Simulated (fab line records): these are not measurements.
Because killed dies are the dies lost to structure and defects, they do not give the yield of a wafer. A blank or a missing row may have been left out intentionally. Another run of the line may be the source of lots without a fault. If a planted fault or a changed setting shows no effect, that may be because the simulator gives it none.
Which of the tools did it? | flow n5_finfet | 72 wafers from 24 lots sampled at 5 of the route's 1938 steps

WHAT EACH GAUGE READ, for each wafer
N5_BEOL_M6_OCD_MEAS_38. Usual: trench_depth_nm 94.0 nm, standard deviation 1.3.
lot  | measured     | on     | trench_depth_nm (nm) | flag
L074 | day 8 13:52  | ocd-02 | 93.4 94.5 94.7       |
L076 | day 8 15:06  | ocd-02 | 93.7 94.7 94.7       |
L075 | day 9 07:20  | ocd-02 | 93.3 93.6 93.7       |
L077 | day 9 09:35  | ocd-01 | 94.3 94.6 94.8       |
L078 | day 9 13:49  | ocd-01 | 94.0 92.7 93.6       |
L079 | day 10 00:11 | ocd-01 | 94.2 95.1 90.6       |
L081 | day 10 12:37 | ocd-02 | 93.3 95.4 95.2       |
L082 | day 10 14:50 | ocd-02 | 93.0 94.4 93.5       |
L083 | day 10 21:05 | ocd-01 | 96.6 93.3 96.8       |
L080 | day 10 23:26 | ocd-01 | 94.0 92.2 93.4       |
L084 | day 11 04:12 | ocd-02 | 97.1 93.2 94.2       |
L085 | day 11 15:28 | ocd-02 | 94.4 96.3 94.0       |
L086 | day 12 04:36 | ocd-01 | 93.3 93.0 92.8       |
L087 | day 12 11:18 | ocd-01 | 94.0 93.7 98.0       |
L088 | day 12 12:53 | ocd-01 | 93.4 95.3 93.5       |
L090 | day 12 18:02 | ocd-01 | 96.8 91.9 92.8       |
L091 | day 13 01:50 | ocd-01 | 92.2 94.0 94.5       |
L089 | day 13 08:28 | ocd-02 | 94.2 93.1 94.8       |
L092 | day 13 13:25 | ocd-02 | 94.2 96.1 92.8       |
L094 | day 13 16:07 | ocd-01 | 93.6 93.8 94.8       |
L093 | day 13 18:53 | ocd-01 | 93.0 93.7 96.6       |
L095 | day 14 01:11 | ocd-02 | 93.2 94.1 92.2       |
L096 | day 14 14:00 | ocd-02 | 92.6 94.5 92.1       |
L097 | day 14 15:58 | ocd-02 | 95.7 92.9 91.4       |

N5_BEOL_M6_RS_MEAS_57: measurement is done with a four-point probe. Usual: M6_RS typically reads 0.287 ohm/sq, with standard deviation 0.0074.
lot  | measured     | on            | M6_RS (ohm/sq)    | flag
L074 | day 8 20:41  | film_metro-02 | 0.284 0.282 0.287 |
L076 | day 8 21:37  | film_metro-01 | 0.286 0.294 0.286 |
L075 | day 9 14:31  | film_metro-02 | 0.291 0.290 0.288 |
L077 | day 9 15:03  | film_metro-02 | 0.282 0.281 0.278 |
L078 | day 9 19:20  | film_metro-02 | 0.290 0.298 0.288 |
L079 | day 10 05:13 | film_metro-02 | 0.290 0.290 0.297 |
L081 | day 10 15:18 | film_metro-02 | 0.288 0.279 0.278 |
L082 | day 10 17:27 | film_metro-01 | 0.289 0.279 0.293 |
L083 | day 11 00:41 | film_metro-01 | 0.279 0.292 0.273 |
L080 | day 11 02:22 | film_metro-01 | 0.287 0.299 0.281 |
L084 | day 11 07:05 | film_metro-02 | 0.279 0.297 0.286 |
L085 | day 11 19:42 | film_metro-01 | 0.278 0.271 0.277 |
L086 | day 12 08:26 | film_metro-02 | 0.287 0.287 0.285 |
L087 | day 12 14:03 | film_metro-01 | 0.281 0.281 0.266 |
L088 | day 12 16:08 | film_metro-02 | 0.291 0.276 0.289 |
L090 | day 12 20:43 | film_metro-02 | 0.280 0.305 0.302 |
L091 | day 13 03:51 | film_metro-01 | 0.298 0.288 0.284 |
L089 | day 13 11:34 | film_metro-01 | 0.285 0.294 0.294 |
L092 | day 13 17:34 | film_metro-01 | 0.291 0.278 0.297 |
L094 | day 13 18:54 | film_metro-01 | 0.284 0.287 0.287 |
L093 | day 13 21:32 | film_metro-01 | 0.288 0.289 0.275 |
L095 | day 14 04:18 | film_metro-01 | 0.297 0.295 0.293 |
L096 | day 14 17:00 | film_metro-01 | 0.295 0.284 0.290 |
L097 | day 14 19:27 | film_metro-02 | 0.277 0.293 0.300 |

TOOL THAT RAN EACH LOT (tool first, then ch and the chambers of the sampled wafers, then the start)
lot  | N5_BEOL_M5_ANNEAL_82         | N5_BEOL_M6_DESCUM_16               | N5_BEOL_M6_PRE_CLEAN_45
L074 | pvd_sputter-03, day 8 04:08  | rie_diel-05 ch 0,3, day 8 12:13    | pvd_sputter-02, day 8 15:05
L076 | pvd_sputter-02, day 8 04:43  | rie_diel-05 ch 0,2, day 8 13:47    | pvd_sputter-03, day 8 15:39
L075 | pvd_sputter-01, day 8 22:14  | rie_diel-05 ch 0,1,3, day 9 05:35  | pvd_sputter-03, day 9 09:52
L077 | pvd_sputter-02, day 8 22:33  | rie_diel-04 ch 0,1,3, day 9 07:30  | pvd_sputter-01, day 9 10:10
L078 | pvd_sputter-02, day 9 03:34  | rie_diel-02 ch 1,2, day 9 12:24    | pvd_sputter-01, day 9 14:33
L079 | pvd_sputter-03, day 9 14:27  | rie_diel-04 ch 0,1,3, day 9 22:20  | pvd_sputter-02, day 10 01:04
L081 | pvd_sputter-03, day 10 00:54 | rie_diel-05 ch 1,2,3, day 10 10:10 | pvd_sputter-03, day 10 13:13
L082 | pvd_sputter-03, day 10 06:30 | rie_diel-05 ch 2,3, day 10 13:18   | pvd_sputter-03, day 10 15:37
L083 | pvd_sputter-02, day 10 12:16 | rie_diel-02 ch 0,3, day 10 19:18   | pvd_sputter-03, day 10 23:10
L080 | pvd_sputter-01, day 10 14:19 | rie_diel-04 ch 0,1,2, day 10 21:56 | pvd_sputter-03, day 11 00:18
L084 | pvd_sputter-03, day 10 17:25 | rie_diel-05 ch 0,1,2, day 10 23:55 | pvd_sputter-01, day 11 05:28
L085 | pvd_sputter-02, day 11 07:17 | rie_diel-04 ch 0,2,3, day 11 13:10 | pvd_sputter-01, day 11 17:50
L086 | pvd_sputter-02, day 11 20:50 | rie_diel-02 ch 1,2,3, day 12 02:51 | pvd_sputter-02, day 12 06:55
L087 | pvd_sputter-01, day 12 00:41 | rie_diel-05 ch 0,2,3, day 12 07:53 | pvd_sputter-02, day 12 12:05
L088 | pvd_sputter-02, day 12 03:32 | rie_diel-05 ch 1,3, day 12 11:25   | pvd_sputter-03, day 12 14:38
L090 | pvd_sputter-03, day 12 09:29 | rie_diel-02 ch 0,1,2, day 12 15:29 | pvd_sputter-03, day 12 19:02
L091 | pvd_sputter-01, day 12 18:38 | rie_diel-05 ch 1,2,3, day 13 00:22 | pvd_sputter-03, day 13 02:24
L089 | pvd_sputter-02, day 12 23:06 | rie_diel-05 ch 1,2, day 13 05:04   | pvd_sputter-01, day 13 09:10
L092 | pvd_sputter-01, day 13 05:16 | rie_diel-02 ch 0,1,2, day 13 11:47 | pvd_sputter-02, day 13 15:41
L094 | pvd_sputter-02, day 13 05:58 | rie_diel-05 ch 0,1,3, day 13 12:29 | pvd_sputter-02, day 13 16:41
L093 | pvd_sputter-03, day 13 08:47 | rie_diel-04 ch 0,1,2, day 13 16:39 | pvd_sputter-02, day 13 19:41
L095 | pvd_sputter-01, day 13 15:43 | rie_diel-04 ch 0,1,2, day 13 23:32 | pvd_sputter-01, day 14 02:02
L096 | pvd_sputter-02, day 14 04:13 | rie_diel-05 ch 0,1,2, day 14 11:16 | pvd_sputter-02, day 14 15:13
L097 | pvd_sputter-01, day 14 06:58 | rie_diel-05 ch 0,1,3, day 14 14:08 | pvd_sputter-01, day 14 16:31
- N5_BEOL_M5_ANNEAL_82: time 1800 s.
- N5_BEOL_M6_DESCUM_16: chemistry O2, time 7.9 s.
- N5_BEOL_M6_PRE_CLEAN_45: time 30 s.

WHAT THE TOOLS THEMSELVES READ (means of the sampled wafers that have a number; where no wafer has one, the mark that the record gives instead)
N5_BEOL_M5_ANNEAL_82. Usual: heater_power_w 826 W, standard deviation 58.
lot  | tool           | heater_power_w (W) | flag
L074 | pvd_sputter-03 | 808                |
L076 | pvd_sputter-02 | 823                |
L075 | pvd_sputter-01 | 820                |
L077 | pvd_sputter-02 | 791                |
L078 | pvd_sputter-02 | 810                |
L079 | pvd_sputter-03 | 823                |
L081 | pvd_sputter-03 | 803                |
L082 | pvd_sputter-03 | 870                |
L083 | pvd_sputter-02 | 783                |
L080 | pvd_sputter-01 | 840                |
L084 | pvd_sputter-03 | 867                |
L085 | pvd_sputter-02 | 777                |
L086 | pvd_sputter-02 | 812                |
L087 | pvd_sputter-01 | 807                |
L088 | pvd_sputter-02 | 838                |
L090 | pvd_sputter-03 | 777                |
L091 | pvd_sputter-01 | 806                |
L089 | pvd_sputter-02 | 822                |
L092 | pvd_sputter-01 | 835                |
L094 | pvd_sputter-02 | 804                |
L093 | pvd_sputter-03 | 808                |
L095 | pvd_sputter-01 | 819                |
L096 | pvd_sputter-02 | 810                |
L097 | pvd_sputter-01 | 814                |

N5_BEOL_M6_DESCUM_16. Usual: for chamber_pressure_mTorr, 20.000 mTorr with a standard deviation of 0.018; for drypump_motor_current_A, 5.6 A with a standard deviation of 0.33; for o2_flow_sccm, 224.9 sccm with a standard deviation of 0.66; for oes_product_au, 0.79 a.u. with a standard deviation of 0.088; for rf_vpp_V, 243.2 V with a standard deviation of 1.3; for showerhead_plenum_p_Torr, 2.11 Torr with a standard deviation of 0.064; for throttle_valve_pct, 20.29 % with a standard deviation of 0.19.
lot  | tool        | chamber_pressure_mTorr (mTorr) | drypump_motor_current_A (A) | o2_flow_sccm (sccm) | oes_product_au (a.u.) | rf_vpp_V (V) | showerhead_plenum_p_Torr (Torr) | throttle_valve_pct (%) | flag
L074 | rie_diel-05 | 19.998                         | 5.6                         | 225.6               | 0.81                  | 243.3        | 2.18                            | 20.33                  |
L076 | rie_diel-05 | 20.006                         | 5.7                         | 224.3               | 0.75                  | 245.2        | 2.17                            | 20.05                  |
L075 | rie_diel-05 | 20.016                         | 5.6                         | 224.5               | 0.85                  | 243.5        | 2.12                            | 20.37                  |
L077 | rie_diel-04 | 20.001                         | 5.4                         | 225.4               | 0.86                  | 243.1        | 2.13                            | 20.18                  |
L078 | rie_diel-02 | 19.991                         | 6.2                         | 224.1               | 0.81                  | 243.2        | 2.05                            | 20.36                  |
L079 | rie_diel-04 | 20.027                         | 5.4                         | 225.2               | 0.84                  | 243.1        | 2.12                            | 20.19                  |
L081 | rie_diel-05 | 20.001                         | 5.6                         | 224.8               | 0.77                  | 242.3        | 2.09                            | 20.26                  |
L082 | rie_diel-05 | 20.002                         | 5.8                         | 225.1               | 0.69                  | 244.1        | 2.12                            | 20.12                  |
L083 | rie_diel-02 | 20.011                         | 5.4                         | 224.4               | 0.80                  | 243.4        | 2.08                            | 20.30                  |
L080 | rie_diel-04 | 20.009                         | 5.7                         | 225.3               | 0.78                  | 243.1        | 2.10                            | 20.33                  |
L084 | rie_diel-05 | 20.003                         | 5.6                         | 224.0               | 0.82                  | 244.4        | 2.14                            | 20.22                  |
L085 | rie_diel-04 | 19.987                         | 5.5                         | 225.2               | 0.77                  | 244.2        | 2.15                            | 20.41                  |
L086 | rie_diel-02 | 20.007                         | 5.8                         | 225.3               | 0.81                  | 243.0        | 2.05                            | 20.40                  |
L087 | rie_diel-05 | 19.987                         | 5.7                         | 224.7               | 0.73                  | 244.0        | 2.14                            | 20.28                  |
L088 | rie_diel-05 | 20.002                         | 5.5                         | 224.8               | 0.83                  | 241.5        | 2.06                            | 20.42                  |
L090 | rie_diel-02 | 19.986                         | 5.8                         | 224.5               | 0.79                  | 243.2        | 2.07                            | 20.33                  |
L091 | rie_diel-05 | 20.016                         | 5.6                         | 224.6               | 0.75                  | 242.9        | 2.09                            | 20.30                  |
L089 | rie_diel-05 | 20.004                         | 5.5                         | 224.8               | 0.82                  | 242.2        | 2.08                            | 20.26                  |
L092 | rie_diel-02 | 20.006                         | 5.8                         | 224.5               | 0.78                  | 241.9        | 2.07                            | 20.34                  |
L094 | rie_diel-05 | 19.982                         | 5.6                         | 224.1               | 0.80                  | 243.3        | 2.11                            | 20.42                  |
L093 | rie_diel-04 | 19.984                         | 5.6                         | 224.9               | 0.76                  | 243.3        | 2.09                            | 20.36                  |
L095 | rie_diel-04 | 19.998                         | 5.7                         | 225.4               | 0.76                  | 243.1        | 2.09                            | 20.35                  |
L096 | rie_diel-05 | 19.994                         | 5.6                         | 224.8               | 0.78                  | 243.4        | 2.13                            | 20.27                  |
L097 | rie_diel-05 | 19.984                         | 5.6                         | 224.6               | 0.89                  | 243.0        | 2.11                            | 20.28                  |

N5_BEOL_M6_PRE_CLEAN_45. Usual: heater_power_w 333 W, standard deviation 25.
lot  | tool           | heater_power_w (W) | flag
L074 | pvd_sputter-02 | 333                |
L076 | pvd_sputter-03 | 359                |
L075 | pvd_sputter-03 | 342                |
L077 | pvd_sputter-01 | 327                |
L078 | pvd_sputter-01 | 342                |
L079 | pvd_sputter-02 | 323                |
L081 | pvd_sputter-03 | 367                |
L082 | pvd_sputter-03 | 370                |
L083 | pvd_sputter-03 | 369                |
L080 | pvd_sputter-03 | 349                |
L084 | pvd_sputter-01 | 323                |
L085 | pvd_sputter-01 | 334                |
L086 | pvd_sputter-02 | 329                |
L087 | pvd_sputter-02 | 329                |
L088 | pvd_sputter-03 | 307                |
L090 | pvd_sputter-03 | 375                |
L091 | pvd_sputter-03 | 321                |
L089 | pvd_sputter-01 | 333                |
L092 | pvd_sputter-02 | 326                |
L094 | pvd_sputter-02 | 327                |
L093 | pvd_sputter-02 | 319                |
L095 | pvd_sputter-01 | 324                |
L096 | pvd_sputter-02 | 317                |
L097 | pvd_sputter-01 | 329                |

THE ANSWER, worked out from the rows above alone
Rule: a lot counts as off when the mean over its wafers that have a number is more than 3 standard deviations away from the usual mean. A lot without any number at a reading at which 4 lots or more have one is off too. The other lots that the step has rows for count as sound. After the gauges, taken in route order, come the tools' own readings; for these a lot's mean is taken, as printed above. The first step at which some lot is off is used, and at that step the reading that is off furthest; a lot without a number counts as furthest.
Nothing can be told from this: no lot is off at any reading shown.

WHAT THE SIMULATOR HAD INSERTED
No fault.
